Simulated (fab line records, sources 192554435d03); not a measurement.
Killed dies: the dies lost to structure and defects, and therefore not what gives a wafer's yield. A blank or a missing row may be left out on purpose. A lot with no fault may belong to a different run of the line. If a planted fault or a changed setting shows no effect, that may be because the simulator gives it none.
Code-filled problem report in 8D (eight disciplines) form -- flow n5 finfet -- the parts of the form that need people (team, actions taken, sign-off) are left out

== 1. THE PROBLEM ==
M10_OVL at N5_BEOL_M10_OVL_MEAS_12 reads a mean of 9.6 nm on 6 wafers of 2 lots; wafers without a fault read -0.3 nm with a standard deviation of 0.78. Relative to the usual mean, that is a shift of +13 standard deviations.
The first sign was on wafer L888.1 at day 13 00:36, on overlay-01. The record holds 18 wafers of 6 lots with a number at this step. By rule, "out" or "out of limits" means more than 4 standard deviations away from the usual mean. All remaining wafers that have a number are taken as sound.

== 2. WHAT IT IS; WHAT IT IS NOT ==
question,is,is not
which readings at this step,M10_OVL,-
which lots,"L888, L889","L877, L878, L891, L893"
which wafers of those lots,all that have a number,-
read on which gauges,"overlay-01, overlay-02",-
when,from day 13 00:36,"up to then (6 sound wafers); but 6 sound wafers of L891, L893 came after"

== 3. THE SUSPECTS, EACH WITH WHAT RULES IT OUT ==
Counting: a tool at a process step up to the reading stays a suspect if it ran every lot that is out and no sound lot after the first of them.
- the gauge at N5_BEOL_M10_OVL_MEAS_12: ruled out. Those wafers that are out were read across 2 gauges (overlay-01, overlay-02).
- pvd sputter-03 at N5_BEOL_M10_HM_DEP_02 (deposits TiN, target thk 20 nm): kept. It ran every lot that is out, first L888 (day 13 00:05), and no sound lot after that.
- arfi scanner-03 at N5_BEOL_M10_EXPOSE_08 (exposes mask M10): kept. All lots that are out passed through it, beginning with L888 at day 13 00:27, and no sound lot followed; its final sound lot before that point was L877 at day 10 08:08.
Remaining after the count are pvd sputter-03 at N5_BEOL_M10_HM_DEP_02 and arfi scanner-03 at N5_BEOL_M10_EXPOSE_08.

== 4. THE CAUSE (what the simulator had put in) ==
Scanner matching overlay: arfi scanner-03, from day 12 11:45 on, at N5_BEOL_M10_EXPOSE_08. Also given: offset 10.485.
After counting, 2 suspects remain, this tool included.

== 5. THE CHAIN OF EFFECTS, in route order ==
Each row: a reading where the mean over the struck wafers with a number is more than 3 standard deviations away from the usual. Only readings for which the record gives a usual standard deviation are gone through. hours: the time from each lot's start at the first step in this table that gives one to its start at this step, as a median over the lots. sigmas: the change in usual standard deviations.
hours,step,reading,usual,on struck wafers,change,sigmas
0,N5_BEOL_M10_OVL_MEAS_12,M10_OVL,-0.3 nm,9.6,+9.9,+13
Later measuring or inspecting steps at which every struck wafer that the step has a row for has a number for every such reading, and none has moved that far: N5_BEOL_M10_INSPECT_13.

== 6. HOW IT WOULD HAVE BEEN CAUGHT EARLIER ==
13 hours passed between the start of the fault at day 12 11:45 and the first reading out of limits at a measuring or inspecting step in this record, taken at day 13 00:36.
Lots out: 2; of these, L889 started N5_BEOL_M10_EXPOSE_08 on arfi scanner-03 after day 13 00:36. Holding the tool at that time would have saved it.
